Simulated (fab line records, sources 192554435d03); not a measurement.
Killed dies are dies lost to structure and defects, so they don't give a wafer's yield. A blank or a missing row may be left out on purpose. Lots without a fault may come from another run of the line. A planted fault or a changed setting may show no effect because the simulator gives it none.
A struck lot beside a sound one | flow n5_finfet | 16 steps out of a route of 1938
Sound: wafers L307.1, L307.4, L307.6. Struck: wafers L319.1, L319.2, L319.5. The cause comes at the end.
At each step with rows: each side's tool, then ch and its chambers, then its first start. Under that, the readings that differ: sound wafers | struck wafers | difference of the means | sigmas: that difference in standard deviations of wafers without a fault.
alike: readings whose means differ by less than 2 such deviations, and words and numbers that are the same on both sides. not compared: withheld readings, readings that some wafer has no value for, bounds like >300 that may hide the same value, and numbers for which the record gives no deviation and whose values overlap.
The two part at a step that has a row with sigmas, a row that says differs or no value, or rows on one side only. Numbers that don't overlap but have no deviation are shown without sigmas and don't part them. A reading that every wafer of one side lacks parts them only if that side has two wafers or more.

first, 1 step without rows for these wafers: N5_BEOL_M2_DESCUM_16 (chemistry O2, time 7 s).
N5_BEOL_M2_ETCH_74: etches underlayer in N2/H2, target depth 6.5 nm, time 5.2 s.
  sound on rie_diel-04 ch 0,1,2, day 7 18:00; struck on rie_diel-04 ch 0,2, day 11 00:35
  alike: drypump_motor_current_A, etch_rf_on_time_s, oes_product_au, rf_vpp_V, showerhead_plenum_p_Torr, throttle_valve_pct
  not compared: rf_hours_counter_h
N5_BEOL_M2_ETCH_63: etches SiARC in CF4, target depth 15.6 nm, time 26 s.
  sound on rie_diel-04 ch 0,1,2, day 7 18:01; struck on rie_diel-04 ch 0,2, day 11 00:37
  alike: drypump_motor_current_A, etch_rf_on_time_s, oes_product_au, rf_vpp_V, showerhead_plenum_p_Torr, throttle_valve_pct
  not compared: rf_hours_counter_h
N5_BEOL_M2_ETCH_64: etches SOC in N2/H2, target depth 75 nm, overetch 22.5 nm, time 121.9 s.
  sound on rie_diel-04 ch 0,1,2, day 7 18:03; struck on rie_diel-04 ch 0,2, day 11 00:38
  alike: drypump_motor_current_A, oes_product_au, rf_vpp_V, showerhead_plenum_p_Torr, throttle_valve_pct
  not compared: rf_hours_counter_h
then, 3 steps without rows for these wafers: N5_BEOL_M2_STRIP_65 (strips in N2/H2); N5_BEOL_M2_STRIP_75 (strips in N2/H2); N5_BEOL_M2_STRIP_66 (strips in CF4).
N5_BEOL_M2_HM_OPEN_17: chemistry Cl2/BCl3, target TiN, target depth 20 nm, overetch 6 nm.
  sound on rie_metal-03 ch 0,1, day 7 18:13; struck on rie_metal-02 ch 0,1, day 11 00:49
  alike: bcl3_flow_sccm, drypump_motor_current_A, oes_ar_750_au, oes_product_au, throttle_valve_pct
  not compared: rf_hours_counter_h
N5_BEOL_M2_STRIP_19: strips in O2.
  sound on rie_diel-04 ch 0,2,3, day 7 18:21; struck on rie_diel-02 ch 1,2, day 11 01:01
  alike: drypump_motor_current_A, o2_flow_sccm, oes_product_au, rf_vpp_V, showerhead_plenum_p_Torr, throttle_valve_pct
  not compared: rf_hours_counter_h
N5_BEOL_M2_CD_MEAS_18: pitch 36 nm, target cd 18 nm.
  sound on cd_sem-01, day 7 18:25; struck on cd_sem-03, day 11 01:05
  alike: cd_nm
then, 2 steps without rows for these wafers: N5_BEOL_M2_COAT_67 (time 60 s, resist thk 60 nm); N5_BEOL_M2_COAT_68 (time 60 s, resist thk 12 nm).
N5_BEOL_M2_COAT_76: time 60 s, resist thk 5 nm.
  sound on litho_track-01 ch 0, day 7 18:28; struck on litho_track-01 ch 0, day 11 01:08
  reading                  | sound                | struck               | difference | sigmas
  heater_power_total_W (W) | 389.4 390.6 393.8    | 411.3 407.5 409.0    | +18.0      | +15
  plate_temp_C (C)         | 205.00 205.22 205.01 | 212.39 212.35 212.19 | +7.23      | +45
then, 1 step without rows for these wafers: N5_BEOL_M2_COAT_22 (resist thk 30 nm).
N5_BEOL_M4_RC_MEAS_101:
  sound on prober-02 ch 0, day 9 11:26; struck on prober-01 ch 0, day 12 12:32
  reading       | sound          | struck         | difference | sigmas
  DIBL_N (mV/V) | 34.0 34.9 30.7 | 40.0 35.9 38.8 | +5.0       | +2
  DIBL_P (mV/V) | 32 34 29       | 40 36 39       | +7         | +2
  ION_N (uA/um) | 645 653 639    | 672 673 686    | +31        | +2
  SS_N (mV/dec) | 70.5 70.8 69.5 | 72.8 70.9 72.5 | +1.8       | +2
  VT_N (mV)     | 256 255 261    | 251 250 246    | -8         | -2
  alike: IOFF_N, IOFF_P, ION_P, SS_P, VT_P
-- the record jumps here: 5 days lie between the struck wafers' starts before and after (it left off in module BEOL_M4 and takes up again in module PASSIVATION, whose first step shown is number 1936 of the route) --
N5_PASSIVATION_PROBE_49:
  the record has rows for the struck wafers here (prober-01, day 17 08:07) and none for the sound ones

WHERE THEY PART
First at N5_BEOL_M2_COAT_76; last, within this record, at N5_PASSIVATION_PROBE_49.

WHY: what the simulator had put in
Process parameter drift: litho_track-01, from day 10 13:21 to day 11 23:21, at N5_BEOL_M2_COAT_76. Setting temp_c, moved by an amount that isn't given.
